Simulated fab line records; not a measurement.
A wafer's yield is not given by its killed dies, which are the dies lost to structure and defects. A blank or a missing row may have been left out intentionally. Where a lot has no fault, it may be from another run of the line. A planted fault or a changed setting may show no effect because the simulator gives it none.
Chamber matching    flow n5-finfet    N5_ILD0_LINER_00 on ald-sin-03: 4 sister chambers
The step material SiNx, target thk 4 nm, pulse time 1 s, purge time 2 s. 8 wafers are shown with their chamber, then 11 later ones without.

WAFERS, EACH WITH ITS CHAMBER
wafer   chamber  heater-power-w (W)  precursor-pulse-height-rel
L080.1  3        840                 1.030
L084.1  1        697                 1.008
L084.2  2        794                 1.049
L084.4  3        828                 1.016
L085.2  0        934                 1.007
L085.5  1        681                 0.990
L085.6  2        785                 0.966
L089.4  0        933                 1.008

WAFERS WHOSE CHAMBER IS MISSING
wafer   heater-power-w (W)  precursor-pulse-height-rel
L089.5  797                 0.975
L089.6  705                 1.010
L090.3  814                 1.006
L090.5  914                 1.020
L090.6  847                 1.041
L091.1  927                 1.004
L091.4  801                 0.988
L091.5  910                 0.948
L094.1  817                 1.046
L094.2  910                 1.009
L094.6  700                 0.982

THE CHAMBER EACH PASSED THROUGH
wafer   from the rows above      in truth
L089.5  2                        2
L089.6  1                        1
L090.3  can't be placed: 3 or 2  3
L090.5  0                        0
L090.6  3                        3
L091.1  0                        0
L091.4  2                        2
L091.5  0                        0
L094.1  can't be placed: 3 or 2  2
L094.2  0                        0
L094.6  1                        1
Correctly placed: 9 of 11. Can't be placed from these rows: 2 (the true chamber is among the candidates in 2). Wrongly placed: 0.
How it was worked out, from the rows above alone: a wafer's distance from a chamber is the root of the sum, over the readings, of the square of ((its reading less the chamber's mean) divided by the reading's scatter). The wafer belongs to the nearest chamber; if the next one is less than 2 further off, it can't be placed. The mean given for a chamber averages the wafers shown for that chamber. The scatter: take each reading less its chamber's mean, square it, sum over the shown wafers, divide by the number of wafers less the number of chambers, and take the root.
